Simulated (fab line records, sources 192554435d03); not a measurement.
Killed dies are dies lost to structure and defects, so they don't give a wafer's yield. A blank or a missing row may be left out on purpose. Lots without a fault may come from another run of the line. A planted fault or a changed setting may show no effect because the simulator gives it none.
A struck lot beside a sound one | flow n5_finfet | 33 steps out of a route of 1938
Sound: wafers L145.1, L145.4, L145.5. Struck: wafer L135.4. (L135.2 of the same lot was not struck and is left out.) The cause comes at the end.
At each step with rows: each side's tool, then ch and its chambers, then its first start. Under that, the readings that differ: sound wafers | struck wafers | difference of the means | sigmas: that difference in standard deviations of wafers without a fault.
alike: readings whose means differ by less than 2 such deviations, and words and numbers that are the same on both sides. not compared: withheld readings, readings that some wafer has no value for, bounds like >300 that may hide the same value, and numbers for which the record gives no deviation and whose values overlap.
The two part at a step that has a row with sigmas, a row that says differs or no value, or rows on one side only. Numbers that don't overlap but have no deviation are shown without sigmas and don't part them. A reading that every wafer of one side lacks parts them only if that side has two wafers or more.

first, 8 steps without rows for these wafers: N5_BEOL_M10_ECD_50 (material Cu, target thk 318 nm); N5_BEOL_M10_ANNEAL_51 (time 90 s); N5_BEOL_M10_CMP_52 (polishes, stops on SiCOH lowk, t overpolish 7 s, target thk 140 nm); N5_BEOL_M10_PRE_CLEAN_55 (time 15 s); N5_BEOL_M10_DEP_56 (deposits SiCN from 3MS/NH3, target thk 15 nm, time 26.5 s); N5_BEOL_M11_ILD_DEP_00 (deposits SiCOH lowk from DEMS/porogen, target thk 308.51 nm, time 58 s); N5_BEOL_M11_CURE_71 (cures SiCOH lowk, time 240 s); N5_BEOL_M11_PECVD_70 (deposits SiO2 from TEOS/O2, target thk 20 nm, time 22.7 s).
N5_BEOL_M11_HM_DEP_02: deposits TiN, target thk 20 nm.
  sound on pvd_sputter-02, day 15 00:31; struck on pvd_sputter-03, day 12 15:49
  reading                                     | sound          | struck | difference | sigmas
  model.TiN_of_BEOL_M11_HM_DEP_02.thk_nm (nm) | 19.6 19.6 19.8 | 14.6   | -5.1       |
  alike: throttle_valve_pct
then, 13 steps without rows for these wafers: N5_BEOL_M11_COAT_59 (time 60 s, resist thk 100 nm); N5_BEOL_M11_COAT_60 (time 60 s, resist thk 30 nm); N5_BEOL_M11_COAT_05 (resist thk 90 nm); N5_BEOL_M11_EBR_07; N5_BEOL_M11_SOFTBAKE_06 (time 60 s); N5_BEOL_M11_EXPOSE_08 (exposes mask M11); N5_BEOL_M11_PEB_09 (peb time 60 s); N5_BEOL_M11_DEVELOP_10 (develop time 30 s); N5_BEOL_M11_DESCUM_16 (chemistry O2, time 7.9 s); N5_BEOL_M11_ETCH_61 (etches SiARC in CF4, target depth 39 nm, time 65 s); N5_BEOL_M11_ETCH_62 (etches SOC in N2/H2, target depth 110 nm, overetch 22 nm, time 165 s); N5_BEOL_M11_STRIP_68 (strips in N2/H2); N5_BEOL_M11_STRIP_67 (strips in CF4).
N5_BEOL_M11_HM_OPEN_17: chemistry Cl2/BCl3, target TiN, target depth 20 nm, overetch 6 nm.
  sound on rie_metal-03 ch 0,1, day 15 04:05; struck on rie_metal-01 ch 0, day 12 16:40
  reading                  | sound             | struck | difference | sigmas
  model.etch.depth_nm (nm) | 19.56 19.63 19.71 | 14.56  | -5.07      |
  alike: drypump_motor_current_A, oes_product_au, throttle_valve_pct
  not compared: rf_hours_counter_h
then, 9 steps without rows for these wafers: N5_BEOL_M11_STRIP_19 (strips in O2); N5_BEOL_M11_COAT_63 (time 60 s, resist thk 100 nm); N5_BEOL_M11_COAT_64 (time 60 s, resist thk 30 nm); N5_BEOL_M11_COAT_22 (resist thk 90 nm); N5_BEOL_M11_EBR_24; N5_BEOL_M11_SOFTBAKE_23 (time 60 s); N5_BEOL_M11_EXPOSE_25 (exposes mask V10); N5_BEOL_M11_PEB_26 (peb time 60 s); N5_BEOL_M11_DEVELOP_27 (develop time 30 s).
N5_BEOL_M11_TRENCH_ETCH_37: etches SiCOH lowk in C4F6/O2, target depth 148.83 nm, time 48 s.
  sound on rie_diel-05 ch 2,3; struck on rie_diel-01 ch 1
  reading                                     | sound             | struck | difference | sigmas
  throttle_valve_pct (%)                      | 20.78 21.25 21.26 | 20.59  | -0.51      | -2
  model.TiN_of_BEOL_M11_HM_DEP_02.thk_nm (nm) | 15.4 15.6 15.8    | 10.2   | -5.4       |
  alike: drypump_motor_current_A, oes_product_au, rf_vpp_V, showerhead_plenum_p_Torr
  not compared: rf_hours_counter_h

WHERE THEY PART
Only at N5_BEOL_M11_TRENCH_ETCH_37, within this record.

WHY: what the simulator had put in
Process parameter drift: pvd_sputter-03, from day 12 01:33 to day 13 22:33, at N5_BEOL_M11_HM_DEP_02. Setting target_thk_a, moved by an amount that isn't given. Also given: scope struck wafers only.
